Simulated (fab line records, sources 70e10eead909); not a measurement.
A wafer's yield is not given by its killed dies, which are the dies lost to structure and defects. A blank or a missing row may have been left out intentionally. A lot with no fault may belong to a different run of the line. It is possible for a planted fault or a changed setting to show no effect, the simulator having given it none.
Chamber matching ; flow nand_harc ; NHARC_P_BONDPAD_CMP_19 on cmp-02 has 4 sister chambers
The step polishes, t overpolish 30 s, cu recess touch 16 s, target thk 160.81 nm. 18 wafers are shown with their chamber, then 9 later ones without.

## WAFERS WITH THEIR CHAMBER
wafer;chamber;motor_current_A (A);overpolish_run_s (s)
L075.3;2;11.5;29.995
L075.4;3;13.0;30.008
L075.5;3;12.1;30.007
L077.3;1;13.0;30.001
L077.5;1;13.0;29.994
L077.6;2;11.5;29.986
L077.1;2;11.9;29.985
L077.2;0;12.2;29.988
L077.4;3;13.0;30.001
L082.2;1;12.6;29.987
L082.4;3;12.8;29.989
L082.6;2;11.8;30.000
L084.1;1;12.6;30.012
L084.5;2;11.6;29.982
L084.6;3;13.1;29.994
L089.2;1;13.0;30.011
L089.3;3;13.1;30.001
L089.5;1;12.8;29.990

SIGNATURES (averages over the wafers above)
reading;chamber 0;chamber 1;chamber 2;chamber 3;scatter within a chamber
motor_current_A;12.200;12.833;11.660;12.850;0.275
overpolish_run_s;29.98800;29.99917;29.98960;30.00000;0.00873
Rule: a wafer's distance from a chamber is the root of the sum, over the readings, of the square of ((its reading less the chamber's mean) divided by the reading's scatter). If the next closest chamber is less than 2 further off than the closest, the wafer can't be placed; otherwise it belongs to the closest. The scatter is the square root of a quotient: the sum, over the shown wafers, of each reading's squared deviation from its chamber's mean, divided by wafers minus chambers.

## WAFERS WITHOUT THEIR CHAMBER
wafer;motor_current_A (A);overpolish_run_s (s)
L091.1;13.2;30.022
L091.5;12.6;30.001
L091.6;11.8;30.004
L093.2;10.9;30.009
L093.3;12.4;30.012
L093.6;12.6;30.004
L096.1;11.6;29.996
L096.2;11.2;30.003
L096.3;12.3;30.002

## CHAMBER TAKEN BY EACH
wafer;from the rows above;in truth
L091.1;can't be placed: 3 or 1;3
L091.5;can't be placed: 1 or 3 or 0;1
L091.6;can't be placed: 2 or 0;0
L093.2;can't be placed: 2 or 0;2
L093.3;can't be placed: 3 or 1 or 0 or 2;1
L093.6;can't be placed: 1 or 3 or 0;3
L096.1;can't be placed: 2 or 0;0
L096.2;can't be placed: 2 or 0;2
L096.3;can't be placed: 0 or 1 or 3 or 2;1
Placed correctly: 0 of 9. Can't be placed from these rows: 9 (the true chamber is among the candidates in 9). 0 placed wrongly.
